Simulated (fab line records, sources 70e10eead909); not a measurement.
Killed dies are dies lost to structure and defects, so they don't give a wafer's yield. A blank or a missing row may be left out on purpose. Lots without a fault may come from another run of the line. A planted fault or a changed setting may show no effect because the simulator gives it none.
fab line records | flow nand_harc
record lots=11 wafers=29 last_day=26
route steps=1159 shown A_CHANNEL_HOLE_D1@468 A_CHANNEL_FILL_D1@499 END@1159
lots that met no fault: from a run of the same line without faults
start_h: hours from the record's first day to the start of the lot's first wafer shown | wait_h: hours since the lot's step before | " the same as in the row above | L1.1+2: a row that stands for several wafers | - no value, or no start given | * or withheld: withheld | < > ~ a bound
route shown NAME@n: a module of which the file shows steps, and the number in the route of the first | usual: mean/standard deviation of fault-free wafers | same: alike in all rows | chamber/n: place in a boat | sites: the reading at each site | _std_site: their standard deviation | _edge_site: outer sites' mean less inner sites' | radius_mm: how far each site lies from the wafer's centre | mask NAME#n: copy n | behind: the tool/chamber that last shaped the wafer | hold: why the lot was held/for how many hours/how that ended | device: the transistor (n, p or np) that didn't switch | end of line: the same wafers' tests at the end of the route | a step without rows: its recipe alone | killed: dies lost to structure and defects at the first sort, not the wafer's yield | map: a wafer's dies, x killed, . not, _ none there
set.NAME: the setting as run; set.NAME@STEP: as run at that earlier step | model.NAME: the simulator's own value behind a step, which no gauge read
steps of the route over a sample of lots; a table a step, a row a wafer
services: from which hour (start_h, from the record's first day; less than 0 if before it) a tool's chamber was out of use, for how many hours, and why
## steps
# step NHARC_A_CHANNEL_HOLE_D1_ETCH_34
# recipe target_depth_a=1540 time_s=77 cf4_flow_sccm=100 chf3_flow_sccm=30 ar_flow_sccm=0 rf_w=500 bias_w=200 chemistry=CF4/CHF3
# usual drypump_motor_current_A=5.9/0.43 oes_product_au=0.937/0.024 rf_fwd_power_W=495.9/2.1 rf_vpp_V=371.1/2.3 showerhead_plenum_p_Torr=1.59/0.064 throttle_valve_pct=16.803/0.0092
# columns lot.wafer tool chamber start_h wait_h drypump_motor_current_A oes_product_au rf_fwd_power_W rf_hours_counter_h rf_vpp_V showerhead_plenum_p_Torr throttle_valve_pct
L629.2 rie_diel-06 2 - - 5.2 0.915 496.9 7 374.7 1.68 16.800
L629.1 " 3 " " 6.5 0.921 499.9 6 372.3 1.62 16.827
L629.6 " 2 " " 5.2 0.925 498.1 - 373.4 1.68 16.809
L634.3 rie_diel-06 0 - - 6.5 0.920 495.9 9 367.2 1.49 16.786
L634.4 " 2 " " 5.2 0.913 496.7 8 374.2 1.68 16.800
L634.5 " 3 " " 6.5 0.917 495.6 - 371.6 1.62 16.793
L637.1 rie_diel-02 3 - - 5.7 0.916 495.4 4 369.1 1.57 16.796
L637.4 " 0 " " 6.2 0.933 495.3 5 372.7 1.64 16.810
L637.6 " 3 " " 5.7 0.908 494.7 - 368.8 1.57 16.791
L639.2 rie_diel-06 1 - - 6.2 0.911 501.1 11 368.1 1.48 16.786
L639.4 " 3 " " 6.5 0.908 497.1 9 370.5 1.62 16.799
L639.5 " 1 " " 6.2 0.920 497.8 - 366.7 1.48 16.808
L642.3 rie_diel-02 0 - - 6.2 0.965 497.9 8 371.8 1.64 16.801
L642.2 " 1 " " 5.6 0.956 497.1 8 371.8 1.60 16.794
L642.1 " 3 " " 5.7 0.974 492.3 7 370.3 1.57 16.796
L647.3 rie_diel-12 0 - - 5.6 0.922 494.9 6 371.4 1.56 16.791
L651.3 rie_diel-02 2 - - 5.9 0.921 495.5 9 372.1 1.63 16.787
L651.1 " 1 " " 5.6 0.921 496.3 12 371.2 1.60 16.804
L651.5 " 2 " " 5.9 0.922 495.8 - 372.9 1.63 16.794
L648.2 rie_diel-06 1 - - 6.2 0.963 498.6 1 367.7 1.48 16.806
L648.4 " 3 " " 6.5 0.956 498.1 3 371.6 1.62 16.809
L648.5 " 0 " " 6.4 0.960 497.8 - 367.5 1.49 16.812
L650.2 rie_diel-02 2 - - 5.9 0.920 497.6 10 370.2 1.63 16.805
L650.6 " 1 " " 5.6 0.900 494.4 - 370.7 1.60 16.801
L650.5 " 2 " " 5.9 0.917 499.8 - 372.0 1.63 16.808
L649.3 rie_diel-12 2 - - 5.8 0.958 493.3 8 374.3 1.68 16.809
L652.1 rie_diel-12 2 - - 5.8 0.920 491.3 8 373.4 1.68 16.811
L652.2 " 3 " " 6.4 0.918 494.4 8 370.7 1.53 16.815
L652.5 " 3 " " 6.3 0.917 493.4 - 369.5 1.53 16.810
# step NHARC_A_CHANNEL_HOLE_D1_ETCH_21
# recipe bias_v=3000 source_w=withheld pressure_mtorr=20 time_s=514.3 ar_flow_sccm=375 c4f8_flow_sccm=89.3 o2_flow_sccm=35.7 temp_c=-20 target_depth_a=16000 chemistry=C4F8/O2/Ar
# usual drypump_motor_current_A=5.6/0.51 he_backside_leak_sccm=6.5/0.5 showerhead_plenum_p_Torr=3.78/0.11 throttle_valve_pct=32.155/0.0084
# columns lot.wafer tool chamber start_h wait_h drypump_motor_current_A he_backside_leak_sccm rf_hours_counter_h showerhead_plenum_p_Torr throttle_valve_pct
L629.1 har_etch-01 1 187.41 0.3 6.3 5.9 194 3.82 32.155
L629.2 " 0 " " 5.7 6.8 194 3.61 32.166
L629.6 " 1 " " 6.3 6.1 - 3.82 32.177
L634.3 har_etch-02 0 207.85 0.3 5.2 6.3 - 3.87 32.171
L634.4 " 1 " " 5.0 6.3 - 3.87 32.174
L634.5 " 0 " " 5.2 6.1 - 3.87 32.152
L637.1 har_etch-01 1 226.05 0.3 6.3 6.0 212 3.81 32.157
L637.4 " 0 " " 5.7 6.6 - 3.60 32.151
L637.6 " 1 " " 6.3 6.2 - 3.81 32.135
L639.2 har_etch-01 0 230.24 0.3 5.7 6.4 216 3.59 32.155
L639.4 " 0 " " 5.7 6.4 - 3.59 32.142
L639.5 " 1 " " 6.3 5.9 - 3.81 32.159
L642.2 har_etch-01 1 257.55 0.3 6.3 6.3 228 3.80 32.157
L642.1 " 0 " " 5.7 6.4 228 3.59 32.145
L642.3 " 0 " " 5.7 6.2 - 3.59 32.151
L647.3 har_etch-01 0 286.74 0.3 5.7 6.9 - 3.58 32.150
L651.1 har_etch-02 1 297.10 0.3 5.0 6.8 155 3.84 32.147
L651.3 " 0 " " 5.2 6.6 - 3.85 32.150
L651.5 " 1 " " 5.0 6.7 - 3.84 32.150
L648.2 har_etch-01 0 298.56 0.3 5.7 7.0 246 3.58 32.147
L648.4 " 0 " " 5.7 7.0 - 3.58 32.154
L648.5 " 0 " " 5.7 6.5 - 3.58 32.147
L650.2 har_etch-02 1 301.19 0.3 5.0 6.7 159 3.84 32.160
L650.5 " 1 " " 5.0 6.6 - 3.84 32.160
L650.6 " 0 " " 5.2 6.7 - 3.84 32.161
L649.3 har_etch-01 0 302.88 0.3 5.8 6.6 - 3.58 32.156
L652.2 har_etch-02 1 315.60 0.3 5.0 6.6 166 3.84 32.145
L652.1 " 0 " " 5.2 6.5 166 3.84 32.157
L652.5 " 0 " " 5.2 6.6 - 3.84 32.152
# step NHARC_A_CHANNEL_HOLE_D1_ETCH_23
# recipe bias_v=5000 source_w=withheld pressure_mtorr=20 time_s=819 ar_flow_sccm=375 c4f8_flow_sccm=89.3 o2_flow_sccm=35.7 temp_c=-20 target_depth_a=16000 chemistry=C4F8/O2/Ar
# usual drypump_motor_current_A=5.6/0.51 he_backside_leak_sccm=6.5/0.39 showerhead_plenum_p_Torr=3.78/0.11 throttle_valve_pct=32.156/0.0092
# columns lot.wafer tool chamber start_h wait_h drypump_motor_current_A he_backside_leak_sccm rf_hours_counter_h showerhead_plenum_p_Torr throttle_valve_pct
L629.1 har_etch-01 1 188.42 0.5 6.3 6.1 195 3.82 32.154
L629.2 " 0 " " 5.7 6.4 195 3.61 32.151
L629.6 " 1 " " 6.4 6.1 - 3.82 32.147
L634.3 har_etch-02 0 208.95 0.5 5.2 6.5 - 3.87 32.156
L634.4 " 1 " " 5.0 6.2 - 3.87 32.163
L634.5 " 0 " " 5.2 6.6 - 3.87 32.159
L637.1 har_etch-01 1 227.11 0.5 6.3 6.0 213 3.81 32.160
L637.4 " 0 " " 5.8 6.5 - 3.60 32.141
L637.6 " 1 " " 6.3 6.0 - 3.81 32.142
L639.2 har_etch-01 0 231.29 0.5 5.7 6.5 217 3.59 32.165
L639.4 " 0 " " 5.7 6.5 - 3.59 32.155
L639.5 " 1 " " 6.3 6.2 - 3.81 32.155
L642.2 har_etch-01 1 258.55 0.5 6.3 6.1 229 3.80 32.151
L642.1 " 0 " " 5.7 6.4 229 3.59 32.152
L642.3 " 0 " " 5.8 6.7 - 3.59 32.162
L647.3 har_etch-01 0 287.84 0.5 5.7 7.0 - 3.58 32.160
L651.1 har_etch-02 1 298.15 0.5 5.1 7.0 156 3.84 32.149
L651.3 " 0 " " 5.2 6.7 - 3.84 32.161
L651.5 " 1 " " 5.0 6.8 - 3.84 32.147
L648.2 har_etch-01 0 299.56 0.5 5.7 6.3 247 3.58 32.134
L648.4 " 0 " " 5.7 6.4 - 3.58 32.150
L648.5 " 0 " " 5.7 6.3 - 3.58 32.156
L650.2 har_etch-02 1 302.22 0.5 5.0 6.5 160 3.84 32.147
L650.5 " 1 " " 5.0 6.3 - 3.84 32.140
L650.6 " 0 " " 5.2 6.6 - 3.84 32.150
L649.3 har_etch-01 0 303.98 0.5 5.7 6.3 - 3.58 32.160
L652.2 har_etch-02 1 316.62 0.5 5.0 7.0 167 3.84 32.147
L652.1 " 0 " " 5.2 6.7 167 3.84 32.153
L652.5 " 0 " " 5.2 6.6 - 3.84 32.159
# step NHARC_A_CHANNEL_HOLE_D1_INSPECT_40
# usual raw_defect_count=63/15
# columns lot.wafer tool chamber start_h wait_h hold raw_defect_count
L629.1 defect_inspect-01 - 192.67 - - 64
L629.2 " - " " - 42
L629.6 " - " " - 83
L634.3 defect_inspect-01 - 212.98 - - 65
L634.4 " - " " - 42
L634.5 " - " " - 69
L637.1 defect_inspect-01 - 231.29 - - 43
L637.4 " - " " - 71
L637.6 " - " " - 52
L639.2 defect_inspect-01 - 235.45 - - 51
L639.4 " - " " - 70
L639.5 " - " " - 57
L642.1 defect_inspect-01 - 262.84 - - 72
L642.2 " - " " - 54
L642.3 " - " " - 88
L647.3 defect_inspect-02 - 291.87 - await_dispo/0.2h/release 560
L647.3 defect_inspect-02 - 292.04 0.2 - 545
L651.1 defect_inspect-01 - 302.31 - - 58
L651.3 " - " " - 44
L651.5 " - " " - 70
L648.2 defect_inspect-01 - 304.00 - await_dispo/0.2h/release 590
L648.4 " - " " await_dispo/0.2h/release 611
L648.5 " - " " await_dispo/0.2h/release 572
L648.2 defect_inspect-01 - 304.17 0.2 - 593
L648.4 " - " " - 624
L648.5 " - " " - 586
L650.2 defect_inspect-01 - 306.50 - - 51
L650.5 " - " " - 54
L650.6 " - " " - 55
L649.3 defect_inspect-01 - 308.18 - await_dispo/0.2h/release 612
L649.3 defect_inspect-01 - 308.35 0.2 - 618
L652.1 defect_inspect-02 - 320.88 - - 49
L652.2 " - " " - 63
L652.5 " - " " - 54
# step NHARC_A_CHANNEL_FILL_D1_ETCHBACK_19
# recipe target_depth_a=50 time_s=1.7 hbr_flow_sccm=150 cl2_flow_sccm=50 rf_w=400 icp_w=400 bias_w=100 chemistry=HBr/Cl2
# usual drypump_motor_current_A=5.7/0.4 he_backside_leak_sccm=2.67/0.28 mfc_cl2_sccm=49.98/0.15 oes_product_au=1.000/0.011 rf_fwd_power_W=390.3/1.1 throttle_valve_pct=26.406/0.0081
# columns lot.wafer tool chamber start_h wait_h drypump_motor_current_A he_backside_leak_sccm mfc_cl2_sccm oes_product_au rf_fwd_power_W rf_hours_counter_h throttle_valve_pct
L629.1 rie_si-04 1 219.77 0.4 5.8 2.49 50.00 0.995 390.2 1.2 26.410
L629.2 " 2 " " 5.5 2.44 49.98 1.000 388.5 1.0 26.393
L629.6 " 0 " " 6.2 2.38 50.16 1.005 390.5 - 26.418
L634.3 rie_si-05 1 236.57 0.4 5.9 2.44 50.04 1.004 390.6 1.5 26.399
L634.4 " 3 " " 5.8 2.32 49.78 1.006 391.0 1.5 26.418
L634.5 " 0 " " 6.1 3.01 50.14 1.009 392.1 - 26.414
L637.1 rie_si-05 0 255.49 0.4 6.1 2.85 49.76 1.024 388.9 0.0 26.399
L637.4 " 3 " " 5.9 2.57 50.17 0.995 389.4 0.1 26.419
L637.6 " 1 " " 5.9 2.36 50.09 1.027 390.0 - 26.393
L639.4 rie_si-04 0 259.23 0.4 6.2 2.28 50.29 1.015 389.3 1.4 26.408
L639.2 " 3 " " 4.7 3.06 49.88 0.991 391.6 1.4 26.420
L639.5 " 1 " " 5.8 2.48 49.90 0.982 389.1 - 26.406
L642.1 rie_si-01 3 288.74 0.4 5.1 3.08 50.08 1.001 391.2 1.3 26.403
L642.2 " 1 " " 5.7 2.31 49.91 0.994 389.3 1.7 26.399
L642.3 " 2 " " 5.6 2.99 49.97 0.999 389.1 1.4 26.408
L647.3 rie_si-05 0 318.69 0.4 6.1 2.74 49.74 1.009 390.6 0.6 26.413
L648.2 rie_si-05 0 327.70 0.4 6.1 3.13 49.89 1.005 389.9 0.7 26.407
L648.4 " 2 " " 6.0 2.83 49.97 0.993 390.3 0.7 26.413
L648.5 " 0 " " 6.1 3.07 49.97 1.004 391.5 - 26.398
L651.3 rie_si-04 3 327.70 0.4 4.7 2.88 50.21 0.982 389.6 0.3 26.406
L651.1 " 2 " " 5.6 2.65 49.92 0.985 389.9 0.4 26.414
L651.5 " 3 " " 4.7 2.99 49.99 0.982 388.6 - 26.402
L649.3 rie_si-05 1 330.56 0.4 5.9 2.54 49.98 0.998 391.8 0.6 26.417
L650.2 rie_si-01 0 330.57 0.4 5.6 2.79 49.92 1.021 388.9 0.1 26.410
L650.6 " 0 " " 5.6 2.85 49.93 1.010 388.5 - 26.395
L650.5 " 1 " " 5.7 2.39 49.88 0.994 390.6 - 26.397
L652.2 rie_si-05 1 345.87 0.4 5.9 2.53 50.00 1.007 389.1 0.7 26.410
L652.1 " 0 " " 6.1 2.91 50.14 0.999 391.2 0.7 26.397
L652.5 " 1 " " 5.9 2.40 50.02 1.006 390.0 - 26.392
# step NHARC_END_SORT_01
# recipe temp_c=25
# usual killed_at_array=24/8.8 killed_at_other=0.7/0.99 killed_at_periphery=3.5/2.6 killed_dies=28/9.3 killed_open=3.2/1.7 killed_short=1.7/1.4
# same gross_dies=677
# columns lot.wafer tool chamber start_h wait_h killed_at_array killed_at_other killed_at_periphery killed_dies killed_open killed_short
L648.2 prober-01 0 566.36 2.8 69 0 4 73 5 1
L648.4 prober-01 0 567.96 3.4 67 0 3 70 5 2
L648.5 prober-01 0 568.76 3.7 77 0 2 79 3 2
L647.3 prober-01 0 580.91 3.1 82 3 2 87 3 4
L649.3 prober-01 0 613.56 3.1 82 0 1 83 2 1
# killed by level:class
L648.2 A_CHANNEL_HOLE_D1:unspecified=57 A_CHANNEL_HOLE_D1:chamber_film_flake=4 P_CONTACT:geometric_particle:open=2 A_CONTACT:geometric_particle:open=2 P_M0:geometric_particle:short=1 A_M0:geometric_particle:open=1 P_ZERO_WELL:chamber_film_flake=1 A_ZERO_WELL:chamber_film_flake=1
L648.4 A_CHANNEL_HOLE_D1:unspecified=53 A_CHANNEL_HOLE_D1:chamber_film_flake=3 A_CHANNEL_FILL_D1:geometric_particle:open=2 P_ZERO_WELL:chamber_film_flake=2 A_STAIRCASE:chamber_film_flake=2 P_CONTACT:geometric_particle:short=1 A_SGD_CUT:geometric_particle:open=1 A_CONTACT:geometric_particle:open=1
L648.5 A_CHANNEL_HOLE_D1:unspecified=61 A_CONTACT:chamber_film_flake=6 A_CHANNEL_HOLE_D1:chamber_film_flake=3 P_ZERO_WELL:chamber_film_flake=2 A_STAIRCASE:chamber_film_flake=2 A_ONON_D1:geometric_particle:short=1 A_ONON_D1:geometric_particle:open=1 A_CHANNEL_HOLE_D1:geometric_particle:open=1
L647.3 A_CHANNEL_HOLE_D1:unspecified=59 A_CONTACT:chamber_film_flake=7 A_CHANNEL_HOLE_D1:chamber_film_flake=4 A_BONDPAD:chamber_film_flake=4 THIN_TSV:chamber_film_flake=3 A_ZERO_WELL:chamber_film_flake=2 P_M0:geometric_particle:short=1 P_M1:geometric_particle:open=1
L649.3 A_CHANNEL_HOLE_D1:unspecified=52 A_SLIT:chamber_film_flake=15 A_CHANNEL_HOLE_D1:chamber_film_flake=4 A_STAIRCASE:chamber_film_flake=4 A_CONTACT:chamber_film_flake=4 P_GATE:geometric_particle:open=1 A_CHANNEL_HOLE_D1:geometric_particle:short=1 A_CONTACT:geometric_particle:open=1
## services
# columns tool chamber start_h hours kind
rie_si-04 0 165.39 4.5 repair
rie_si-04 2 166.48 6.6 repair
har_etch-02 - 169.33 6.3 repair
rie_diel-12 - 202.40 9.0 pm
rie_diel-12 1 215.93 10.7 repair
rie_diel-12 - 238.33 0.8 repair
rie_si-05 - 239.03 9.0 pm
rie_diel-06 - 241.20 9.0 pm
rie_si-01 - 248.91 0.1 repair
rie_diel-12 1 265.36 1.6 repair
rie_diel-06 1 269.60 12.1 repair
rie_diel-12 1 274.49 2.8 repair
rie_si-04 - 276.00 9.0 pm
rie_diel-06 0 276.47 9.6 repair
rie_si-04 2 300.27 1.0 repair
rie_diel-12 3 301.25 3.0 repair
rie_diel-02 1 302.50 17.2 repair
rie_si-01 - 304.00 9.0 pm
har_etch-01 - 306.48 17.0 pm
har_etch-01 0 306.48 17.0 vent_cycle
rie_si-04 1 314.08 11.1 repair
rie_si-01 0 326.57 1.6 repair
rie_diel-02 - 327.70 9.0 pm
rie_diel-06 3 332.31 3.0 repair
## key
first_sign step=NHARC_A_CHANNEL_HOLE_D1_INSPECT_40 reading=visit direction=added
effect step=NHARC_A_CHANNEL_HOLE_D1_INSPECT_40 reading=raw_defect_count direction=up sigmas=35 usual=63 struck=589
effect step=NHARC_END_SORT_01 reading=killed_at_array direction=up sigmas=5.8 usual=24 struck=75
more_kills_born_at NHARC_A_CHANNEL_HOLE_D1_ETCH_21@har_etch-01=199
met_at NHARC_A_CHANNEL_HOLE_D1_ETCH_21
struck_lots L647,L648,L649
struck_wafers L647.3,L648.2,L648.4,L648.5,L649.3
tester_left_out L647,L648,L649
not_acting_at NHARC_A_CHANNEL_HOLE_D1_ETCH_34,NHARC_A_CHANNEL_HOLE_D1_ETCH_23,NHARC_A_CHANNEL_FILL_D1_ETCHBACK_19
onset_between 257.55 286.74
fault kind=chamber_particle_source tool=har_etch-01 chamber=0 onset_h=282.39 steps=NHARC_A_CHANNEL_HOLE_D1_ETCH_21 rate_per_visit_cm2=0.81649 end_h=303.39
# tester_left_out: of these lots the tester's yield and bins aren't shown, on N5 and GAA mostly nor the transistor test; their killed dies are dies lost to structure and defects alone, not to doping, threshold or leakage, so they don't give the yield
